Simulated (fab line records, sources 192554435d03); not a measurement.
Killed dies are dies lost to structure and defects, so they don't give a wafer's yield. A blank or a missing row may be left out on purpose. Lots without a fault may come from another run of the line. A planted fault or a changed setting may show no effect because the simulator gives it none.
fab line records | flow n5_finfet
record lots=5 wafers=13 last_day=18
route steps=1938 shown HKMG_FIN@461 GATE_CUT@465 MOL_CONTACT_COAG@560 PASSIVATION@1936
lots that met no fault: from a run of the same line without faults
start_h: hours from the record's first day to the start of the lot's first wafer shown | wait_h: hours since the lot's step before | " the same as in the row above | L1.1+2: a row that stands for several wafers | - no value, or no start given | * or withheld: withheld | < > ~ a bound
route shown NAME@n: a module of which the file shows steps, and the number in the route of the first | usual: mean/standard deviation of fault-free wafers | same: alike in all rows | chamber/n: place in a boat | sites: the reading at each site | _std_site: their standard deviation | _edge_site: outer sites' mean less inner sites' | radius_mm: how far each site lies from the wafer's centre | mask NAME#n: copy n | behind: the tool/chamber that last shaped the wafer | hold: why the lot was held/for how many hours/how that ended | device: the transistor (n, p or np) that didn't switch | end of line: the same wafers' tests at the end of the route | a step without rows: its recipe alone | killed: dies lost to structure and defects at the first sort, not the wafer's yield | map: a wafer's dies, x killed, . not, _ none there
set.NAME: the setting as run; set.NAME@STEP: as run at that earlier step | model.NAME: the simulator's own value behind a step, which no gauge read
lots at some steps of the route; a table a step, a row a wafer
services: from which hour (start_h, from the record's first day; less than 0 if before it) a tool's chamber was out of use, for how many hours, and why
## steps
# step N5_HKMG_FIN_CMP_23
# recipe stop_on=SiNx t_overpolish_s=10 post_cmp_clean=rinse_only down_force_psi=4 platen_rpm=50.289 pad_velocity_m_s=1.0006 target_thk_nm=46.326
# step N5_HKMG_FIN_CMP_94
# recipe stop_on=SiNx post_cmp_clean=w_dilute_nh4oh t_overpolish_s=4.7 down_force_psi=4 platen_rpm=50.289 pad_velocity_m_s=1.0006 target_thk_nm=43.299
# step N5_GATE_CUT_ETCHBACK_00
# recipe chemistry=SF6/Cl2 target=W pressure_mtorr=8 icp_w=900 bias_w=80 SF6_flow_sccm=40 Cl2_flow_sccm=60
# step N5_GATE_CUT_ETCH_56
# recipe chemistry=Cl2/Ar target=TiN target_depth_a=216 pressure_mtorr=10 icp_w=600 bias_w=60 Cl2_flow_sccm=40 Ar_flow_sccm=60
# step N5_GATE_CUT_ETCHBACK_30
# recipe chemistry=Cl2/Ar target=TiN target_depth_a=30 mode=isotropic pressure_mtorr=10 icp_w=600 bias_w=60 Cl2_flow_sccm=40 Ar_flow_sccm=60
# step N5_GATE_CUT_VAPOR_ETCH_60
# recipe chemistry=BCl3/Cl2 target=HfO2 mode=isotropic
# step N5_GATE_CUT_ETCH_58
# recipe chemistry=CH3F/O2 target=SiNx target_depth_a=170 time_s=128.6 ion_energy_ev=50 pressure_mtorr=30 source_w=415 bias_w=21 Ar_flow_sccm=150 CH3F_flow_sccm=30 O2_flow_sccm=20
# step N5_GATE_CUT_STRIP_59
# recipe chemistry=N2/H2 time_s=20 power_w=100 temp_c=40 pressure_mtorr=100 rf_frequency_hz=6e+07 bias_power_w=3 n2_flow_sccm=300 h2_flow_sccm=300
# step N5_GATE_CUT_PRECLEAN_31
# recipe temp_c=23 chemistry=DIW time_s=300
# step N5_GATE_CUT_SRD_32
# recipe time_s=30 temp_c=23 rinse_liquid=diw dry=ipa_marangoni
# step N5_GATE_CUT_SAC_CAP_01
# recipe material=SiNx target_thk_a=240 temp_c=400 ald_precursor_family=SiH2I2 ald_co_reactant=N2/H2-plasma pulse_time_s=1 ald_cycles=480 purge_time_s=2 co_reactant_purge_time_s=2 pressure_torr=2
# usual ald_cycles=480/0 chamber_pressure_Torr=2.000/0.0041 heater_power_w=891/110 precursor_pulse_height_rel=1.000/0.02
# same pulse_time_s=1
# columns lot.wafer tool chamber start_h wait_h ald_cycles chamber_pressure_Torr heater_power_w precursor_pulse_height_rel model.SiNx_of_GATE_CUT_SAC_CAP_01.thk_nm
L380.2 ald_sin-03 3 149.54 0.7 480 1.991 905 1.031 24
L380.3 " 1 " " 480 1.997 747 0.983 24
L380.5 " 3 150.63 1.8 480 2.003 909 0.996 24
L386.4 ald_sin-03 0 188.52 0.0 728 2.002 872 1.012 36.2
L386.5 " 3 189.61 1.1 728 2.002 903 0.986 36.2
L387.1 ald_sin-03 2 191.09 0.0 480 2.002 805 1.007 24
L387.5 " 2 192.17 1.1 728 2.004 811 0.989 36.4
L387.6 " 1 " " 480 2.001 747 0.998 24
L389.4 ald_sin-03 3 199.97 0.0 728 2.001 902 1.008 36.4
L389.6 " 3 201.06 1.1 480 1.996 912 1.015 24
L392.2 ald_sin-04 1 216.71 0.2 480 1.998 783 0.960 24
L392.4 " 0 " " 480 2.002 1009 1.013 24.2
L392.6 " 1 217.79 1.3 480 1.999 797 0.978 24
# step N5_GATE_CUT_PECVD_57
# recipe material=SiNx target_thk_a=210 temp_c=400 precursor=SiH4/NH3/N2 pressure_torr=1.5 rf_w=300
# step N5_GATE_CUT_CMP_02
# recipe stop_on=SiO2 t_overpolish_s=12.7 post_cmp_clean=alkaline_brush down_force_psi=2.5 platen_rpm=51.8 pad_velocity_m_s=1.0307 target_thk_nm=0
# step N5_GATE_CUT_HM_DEP_46
# recipe material=SiO2 target_thk_a=1300 temp_c=400 precursor=TEOS/O2 pressure_torr=6.5 rf_w=900 teos_flow_sccm=161.4 gas=O2 flow_sccm=2650 time_s=26.6
# step N5_GATE_CUT_COAT_34
# recipe resist=SOC temp_c=250 time_s=60 spin_rpm=1500 resist_thk_nm=60
# step N5_GATE_CUT_COAT_35
# recipe resist=SiARC temp_c=220 time_s=60 spin_rpm=1500 resist_thk_nm=10
# step N5_GATE_CUT_COAT_27
# recipe resist=underlayer temp_c=205 time_s=60 spin_rpm=1500 resist_thk_nm=10
# step N5_GATE_CUT_COAT_07
# recipe resist=CAR-EUV spin_rpm=1500 resist_thk_nm=30
# step N5_GATE_CUT_EBR_09
# recipe solvent=PGMEA ebr_width_mm=1.5
# step N5_GATE_CUT_SOFTBAKE_08
# recipe temp_c=110 time_s=60 resist=CAR-EUV
# step N5_GATE_CUT_EXPOSE_10
# recipe mask_id=GATE_CUT na=0.33 source_shape=annular sigma_inner=0.35 sigma_outer=0.8 polarization=unpolarized target_cd_nm=20 dose_mj=43.25
# step N5_GATE_CUT_PEB_11
# recipe peb_temp_c=100 peb_time_s=60 resist=CAR-EUV
# step N5_GATE_CUT_DEVELOP_12
# recipe develop_time_s=30 developer=TMAH resist=CAR-EUV rinse_liquid=surfactant_rinse dry=air_spin dev_temp_c=23
# step N5_GATE_CUT_DESCUM_18
# recipe chemistry=O2 time_s=7 source_power_w=50 bias_power_w=20 pressure_mtorr=20 rf_frequency_hz=2.712e+07 temp_c=40 resist=CAR-EUV o2_flow_sccm=225
# step N5_GATE_CUT_ETCH_28
# recipe chemistry=N2/H2 target=underlayer target_depth_a=130 mask_material=CAR-EUV time_s=10.4 ion_energy_ev=200 pressure_mtorr=30 source_w=840 bias_w=150 n2_flow_sccm=200 h2_flow_sccm=200 ends=cleared
# step N5_GATE_CUT_ETCH_36
# recipe chemistry=CF4 target=SiARC target_depth_a=130 mask_material=CAR-EUV time_s=21.7 ion_energy_ev=80 pressure_mtorr=40 source_w=545 bias_w=36 Ar_flow_sccm=100 cf4_flow_sccm=100 ends=cleared
# step N5_GATE_CUT_ETCH_37
# recipe chemistry=N2/H2 target=SOC target_depth_a=600 overetch_a=120 mask_material=SiARC temp_c=40 time_s=90 ion_energy_ev=200 pressure_mtorr=30 source_w=840 bias_w=150 n2_flow_sccm=200 h2_flow_sccm=200
# step N5_GATE_CUT_STRIP_38
# recipe chemistry=N2/H2 temp_c=40 n2_flow_sccm=200 h2_flow_sccm=200 rf_frequency_hz=6e+07
# step N5_GATE_CUT_STRIP_39
# recipe chemistry=N2/H2 temp_c=40 n2_flow_sccm=200 h2_flow_sccm=200 rf_frequency_hz=6e+07
# step N5_GATE_CUT_HM_OPEN_40
# recipe chemistry=C4F6/O2 target=SiO2 mask_material=SiARC target_depth_a=1390 time_s=85.1 ion_energy_ev=250 pressure_mtorr=30 source_w=345 bias_w=185 Ar_flow_sccm=300 C4F6_flow_sccm=10 O2_flow_sccm=10 ends=cleared
# step N5_GATE_CUT_STRIP_41
# recipe chemistry=CF4 resist=SiARC power_w=300 bias_power_w=75 pressure_mtorr=50 cf4_flow_sccm=150 rf_frequency_hz=6e+07
# step N5_GATE_CUT_STRIP_42
# recipe chemistry=O2 power_w=400 temp_c=40 pressure_mtorr=30 rf_frequency_hz=6e+07 bias_power_w=0 overash_fraction=0.3 o2_flow_sccm=225
# step N5_GATE_CUT_ETCH_19
# recipe chemistry=CH3F/O2 target=SiNx mask_material=SiO2 target_depth_a=537 time_s=76.7 pressure_mtorr=30 source_w=395 bias_w=73 Ar_flow_sccm=150 CH3F_flow_sccm=30 O2_flow_sccm=20 ion_energy_ev=120 ends=cleared
# usual chamber_pressure_mTorr=30.003/0.026 drypump_motor_current_A=5.9/0.37 etch_rf_on_time_s=77.4/1.4 oes_product_au=0.64/0.049 rf_vpp_V=298/5.2 showerhead_plenum_p_Torr=2.02/0.081 throttle_valve_pct=16.35/0.2
# columns lot.wafer tool chamber start_h wait_h chamber_pressure_mTorr drypump_motor_current_A etch_rf_on_time_s oes_product_au rf_hours_counter_h rf_vpp_V showerhead_plenum_p_Torr throttle_valve_pct
L380.2 rie_diel-06 1 152.89 0.0 29.997 5.8 75.4 0.74 33 297 2.06 16.30
L380.3 " 2 " " 30.015 6.3 78.8 0.61 192 298 1.99 16.29
L380.5 " 3 " " 30.000 6.3 77.5 0.68 - 293 2.03 16.34
L386.4 rie_diel-05 3 192.41 0.0 30.037 5.7 62.1 0.61 189 296 2.08 16.56
L386.5 " 0 " " 30.002 5.5 60.5 0.65 - 305 1.92 16.53
L387.1 rie_diel-01 2 194.56 0.0 29.989 6.4 76.2 0.63 178 292 1.91 16.26
L387.5 " 0 " " 30.006 5.5 60.5 0.69 - 294 2.12 16.43
L387.6 " 3 " " 30.005 5.7 77.0 0.61 - 296 2.07 16.32
L389.4 rie_diel-06 1 204.21 0.2 30.019 5.8 60.3 0.73 - 299 2.05 16.34
L389.6 " 1 " " 30.007 5.8 76.2 0.73 - 297 2.05 16.32
L392.2 rie_diel-01 3 220.05 0.0 30.019 5.7 78.1 0.61 209 295 2.07 16.31
L392.4 " 0 " " 29.972 5.5 76.9 0.69 84 297 2.11 16.44
L392.6 " 0 " " 29.999 5.5 76.6 0.69 - 296 2.11 16.43
# step N5_GATE_CUT_CUT_ETCH_53
# recipe chemistry=SF6/Cl2 target=W mask_material=SiO2 target_depth_a=792 pressure_mtorr=8 icp_w=900 bias_w=80 SF6_flow_sccm=40 Cl2_flow_sccm=60 ends=cleared
# step N5_GATE_CUT_CUT_ETCH_54
# recipe chemistry=Cl2/BCl3 target=TiN mask_material=SiO2 target_depth_a=967 pressure_mtorr=10 icp_w=1000 bias_w=126 Cl2_flow_sccm=53.25 bcl3_flow_sccm=21.75 Ar_flow_sccm=25 ends=cleared
# step N5_GATE_CUT_CUT_ETCH_55
# recipe chemistry=BCl3 target=HfO2 mask_material=SiO2 target_depth_a=32 ion_energy_ev=30 pressure_mtorr=5 icp_w=450 bias_w=18 bcl3_flow_sccm=80
# step N5_MOL_CONTACT_COAG_CMP_28
# recipe stop_on=SiNx t_overpolish_s=0.85 post_cmp_clean=alkaline_brush down_force_psi=4.15 platen_rpm=51.8 pad_velocity_m_s=1.0307 target_thk_nm=14.522
# usual head_pressure_psi=4.150/0.008 motor_current_A=11.8/0.93 pad_life_wafers=1009/520 time_to_endpoint_s=4.7/2
# columns lot.wafer tool chamber start_h wait_h head_pressure_psi motor_current_A pad_life_wafers time_to_endpoint_s model.SiNx_of_GATE_CUT_SAC_CAP_01.thk_nm
L380.3 cmp-03 2 164.53 0.8 4.146 11.3 1032 4.1 17.8
L380.2 " 3 " " 4.152 12.7 1033 7.1 17.8
L380.5 " 2 " " 4.134 11.9 - 5.3 17.8
L386.4 cmp-01 3 204.44 0.8 4.152 9.9 690 3.6 27
L386.5 " 3 " " 4.144 10.3 - 4.5 27
L387.1 cmp-01 1 207.04 0.9 4.153 11.8 733 5.0 17.8
L387.5 " 0 " " 4.153 11.1 - 3.6 27.2
L387.6 " 1 " " 4.164 12.3 - 5.4 17.8
L389.4 cmp-04 2 216.28 0.8 4.153 12.8 96 3.0 27.2
L389.6 " 2 " " 4.147 12.4 - 1.7 18
L392.2 cmp-04 1 233.99 0.8 4.139 10.9 223 2.8 18
L392.4 " 2 " " 4.163 13.0 224 5.5 18
L392.6 " 1 " " 4.153 11.4 - 3.2 18
# step N5_MOL_CONTACT_COAG_THK_MEAS_29
# recipe reads=SiNx_of_GATE_CUT_PECVD_57+SiNx_of_GATE_CUT_SAC_CAP_01
# usual MD_CAP_THK=17.93/0.092
# columns lot.wafer tool chamber start_h wait_h MD_CAP_THK[nm]
L380.2 film_metro-02 - 164.82 - 17.82
L380.3 " - " " 17.86
L380.5 " - " " 17.90
L386.4 film_metro-02 - 204.74 - 27.03
L386.5 " - " " 27.13
L387.1 film_metro-02 - 207.30 - 17.85
L387.5 " - " " 27.09
L387.6 " - " " 17.84
L389.4 film_metro-02 - 216.58 - 27.21
L389.6 " - " " 17.94
L392.2 film_metro-02 - 234.25 - 17.93
L392.4 " - " " 18.02
L392.6 " - " " 17.88
# step N5_MOL_CONTACT_COAG_ETCH_47
# recipe chemistry=CH3F/O2 target=SiNx target_depth_a=270 mask_material=SiO2 stop_on=W over_etch_frac=0.2 ion_energy_ev=120 endpoint=OES-CN pressure_mtorr=30 source_w=395 bias_w=73 Ar_flow_sccm=150 CH3F_flow_sccm=30 O2_flow_sccm=20 ends=end_point
# usual chamber_pressure_mTorr=29.999/0.025 drypump_motor_current_A=5.7/0.47 etch_rf_on_time_s=31.0/0.48 oes_product_au=0.69/0.07 rf_vpp_V=299/6.2 showerhead_plenum_p_Torr=2.00/0.069 throttle_valve_pct=16.33/0.23
# columns lot.wafer tool chamber start_h wait_h chamber_pressure_mTorr drypump_motor_current_A etch_rf_on_time_s oes_product_au rf_hours_counter_h rf_vpp_V showerhead_plenum_p_Torr throttle_valve_pct model.etch.t_clear_s model.MOL_CONTACT_COAG.feature_depth_nm model.etch.depth_nm
L380.2 rie_diel-02 1 166.61 0.0 29.997 6.2 31.5 0.64 210 307 2.07 16.39 26.26 18.4 17.87
L380.3 " 0 " " 29.987 5.3 31.2 0.64 198 300 1.89 16.18 26.05 18.4 17.87
L380.5 " 0 " " 30.005 5.3 31.0 0.65 - 299 1.89 16.18 25.83 18.4 17.87
L386.4 rie_diel-02 3 207.11 0.0 29.987 5.6 45.4 0.66 182 300 2.00 16.45 37.82 28 27.07
L386.5 " 1 " " 29.989 6.2 46.5 0.64 - 307 2.07 16.40 38.72 28 27.09
L387.1 rie_diel-03 3 209.41 0.0 29.974 5.7 31.5 0.84 7 286 2.14 16.20 26.23 18.4 17.86
L387.5 " 2 " " 29.990 5.4 47.2 0.70 - 305 2.01 16.17 39.3 28 27.14
L387.6 " 1 " " 30.006 5.3 31.2 0.74 - 297 2.01 16.04 25.96 18.4 17.85
L389.4 rie_diel-04 2 218.88 0.0 30.032 5.6 48.5 0.62 244 298 1.88 16.53 40.45 28.2 27.2
L389.6 " 1 " " 29.985 6.3 30.3 0.88 - 289 1.96 15.95 25.22 18.6 17.94
L392.2 rie_diel-02 1 237.59 0.0 29.982 6.3 31.1 0.63 233 305 2.07 16.43 25.93 18.6 17.93
L392.4 " 0 " " 29.986 5.3 31.5 0.63 222 300 1.88 16.22 26.26 18.6 18.03
L392.6 " 0 " " 29.991 5.3 31.1 0.63 - 300 1.88 16.21 25.93 18.4 17.91
# step N5_PASSIVATION_PROBE_49
# usual killed_at_M0_to_M3=37/12 killed_at_M4_up=14/5.3 killed_at_contacts=12/6.2 killed_at_front_end=41/11 killed_at_other=3.7/2.9 killed_dies=107/17 killed_open=71/12 killed_short=34/7.9
# same gross_dies=1180 killed_at_back_side=0
# columns lot.wafer tool chamber start_h wait_h killed_at_M0_to_M3 killed_at_M4_up killed_at_contacts killed_at_front_end killed_at_other killed_dies killed_open killed_short
L386.4 prober-01 - 387.55 0.2 33 9 6 49 9 106 71 35
L386.5 prober-01 - 387.60 0.2 47 22 20 45 2 136 100 32
L387.1 prober-01 - 389.39 0.0 32 16 18 36 6 108 72 36
L387.5 prober-01 - 389.59 0.2 32 10 19 46 8 115 79 35
L387.6 prober-01 - 389.64 0.3 54 10 27 49 4 144 83 61
L392.2 prober-02 - 426.11 0.1 44 21 21 52 2 140 87 50
L392.4 prober-02 - 426.21 0.2 32 9 6 59 5 111 65 44
L392.6 prober-02 - 426.31 0.3 30 25 10 42 1 108 74 33
# killed by level:class
L386.4 STI_FIN_REVEAL:geometric_particle:open=12 FIN_SAQP:geometric_particle:short=11 BEOL_M0_SAQP:geometric_particle:open=10 BEOL_M0_SAQP:geometric_particle:short=10 DUMMY_GATE:geometric_particle:open=8 MOL_CONTACT_COAG:geometric_particle:open=6 BEOL_M2:geometric_particle:open=5 FIN_SAQP:geometric_particle:open=4
L386.5 MOL_CONTACT_COAG:geometric_particle:open=17 BEOL_M3:geometric_particle:open=17 BEOL_M4:geometric_particle:open=11 BEOL_M0_SAQP:geometric_particle:open=10 STI_FIN_REVEAL:geometric_particle:open=9 FIN_SAQP:geometric_particle:open=8 ILD0:geometric_particle:short=6 BEOL_M2:geometric_particle:open=6
L387.1 MOL_CONTACT_COAG:geometric_particle:open=13 BEOL_M0_SAQP:geometric_particle:short=10 STI_FIN_REVEAL:geometric_particle:open=9 FIN_SAQP:geometric_particle:open=7 BEOL_M0_SAQP:geometric_particle:open=7 DUMMY_GATE:geometric_particle:open=6 BEOL_M1:geometric_particle:open=6 MOL_CONTACT_COAG:geometric_particle:short=5
L387.5 MOL_CONTACT_COAG:geometric_particle:open=17 FIN_SAQP:geometric_particle:open=14 BEOL_M0_SAQP:geometric_particle:open=11 BEOL_M1:geometric_particle:open=10 DUMMY_GATE:geometric_particle:open=9 FIN_SAQP:geometric_particle:short=8 BEOL_M0_SAQP:geometric_particle:short=7 PASS1_CAP:geometric_particle:short=5
L387.6 MOL_CONTACT_COAG:geometric_particle:open=24 BEOL_M0_SAQP:geometric_particle:short=14 BEOL_M3:geometric_particle:short=11 GATE_CUT:geometric_particle:short=9 BEOL_M1:geometric_particle:open=9 FIN_SAQP:geometric_particle:open=7 BEOL_M1:geometric_particle:short=7 GATE_CUT:geometric_particle:open=6
L392.2 MOL_CONTACT_COAG:geometric_particle:open=16 BEOL_M4:geometric_particle:open=13 FIN_SAQP:geometric_particle:short=10 FIN_SAQP:geometric_particle:open=10 BEOL_M0_SAQP:geometric_particle:short=9 DUMMY_GATE:geometric_particle:open=8 BEOL_M2:geometric_particle:open=8 GATE_CUT:geometric_particle:short=7
L392.4 FIN_SAQP:geometric_particle:short=15 FIN_SAQP:geometric_particle:open=12 BEOL_M0_SAQP:geometric_particle:short=9 BEOL_M4:geometric_particle:open=7 STI_FIN_REVEAL:geometric_particle:open=6 DUMMY_GATE:geometric_particle:open=6 BEOL_M2:geometric_particle:open=4 BEOL_M0_SAQP:geometric_particle:open=4
L392.6 BEOL_M4:geometric_particle:open=14 BEOL_M0_SAQP:geometric_particle:open=11 BEOL_M0_SAQP:geometric_particle:short=11 FIN_SAQP:geometric_particle:open=9 MOL_CONTACT_COAG:geometric_particle:open=8 DUMMY_GATE:geometric_particle:open=5 GATE_CUT:geometric_particle:short=5 ILD0:geometric_particle:open=4
## services
# columns tool chamber start_h hours kind
cmp-01 - 129.78 5.0 pm
rie_diel-02 - 145.40 4.3 pm
rie_diel-05 0 157.45 2.8 repair
rie_diel-03 3 158.12 - clean
rie_diel-03 3 158.12 - consumable_replace:focus_ring
ald_sin-04 - 161.65 6.1 pm
rie_diel-02 - 163.03 3.2 repair
cmp-03 - 165.20 3.8 pm
cmp-01 - 174.35 9.1 pm
rie_diel-03 3 189.80 9.6 repair
cmp-04 - 199.73 4.0 pm
rie_diel-06 2 201.30 23.7 repair
rie_diel-06 3 202.27 7.3 repair
cmp-04 - 203.73 - consumable_replace:conditioner
cmp-04 - 203.73 - consumable_replace:pad
cmp-04 - 204.42 1.4 repair
rie_diel-01 - 211.73 3.2 repair
cmp-04 - 218.83 0.5 repair
rie_diel-03 - 219.02 2.8 pm
rie_diel-06 0 226.90 - clean
rie_diel-06 0 226.90 - consumable_replace:focus_ring
rie_diel-06 0 226.90 - consumable_replace:showerhead
rie_diel-06 0 226.90 20.7 scheduled_down
rie_diel-06 0 226.90 20.7 vent_cycle
## key
first_sign step=N5_GATE_CUT_SAC_CAP_01 reading=ald_cycles direction=up sigmas=99+ usual=* struck=*
effect step=N5_GATE_CUT_ETCH_19 reading=etch_rf_on_time_s direction=down sigmas=12 usual=* struck=*
effect step=N5_MOL_CONTACT_COAG_THK_MEAS_29 reading=MD_CAP_THK direction=up sigmas=99+ usual=17.93 struck=27.12
effect step=N5_MOL_CONTACT_COAG_ETCH_47 reading=etch_rf_on_time_s direction=up sigmas=33 usual=* struck=*
model_effect step=N5_GATE_CUT_SAC_CAP_01 value=SiNx_of_GATE_CUT_SAC_CAP_01.thk_nm without=23.9 struck=36.3
model_effect step=N5_MOL_CONTACT_COAG_CMP_28 value=SiNx_of_GATE_CUT_SAC_CAP_01.thk_nm without=17.85 struck=27.1
model_effect step=N5_MOL_CONTACT_COAG_ETCH_47 value=etch.t_clear_s without=25.74 struck=39.07
met_at N5_GATE_CUT_SAC_CAP_01
struck_wafers L386.4,L386.5,L387.5,L389.4
tester_left_out L386,L387,L389
onset_between 149.54 188.52
fault kind=process_parameter_drift tool=ald_sin-03 chamber=- onset_h=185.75 steps=N5_GATE_CUT_SAC_CAP_01 channel=ald_cycles offset=* shape=step end_h=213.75 scope=struck_wafers_only acts_in=* stated=*
# tester_left_out: of these lots the tester's yield and bins aren't shown, on N5 and GAA mostly nor the transistor test; their killed dies are dies lost to structure and defects alone, not to doping, threshold or leakage, so they don't give the yield
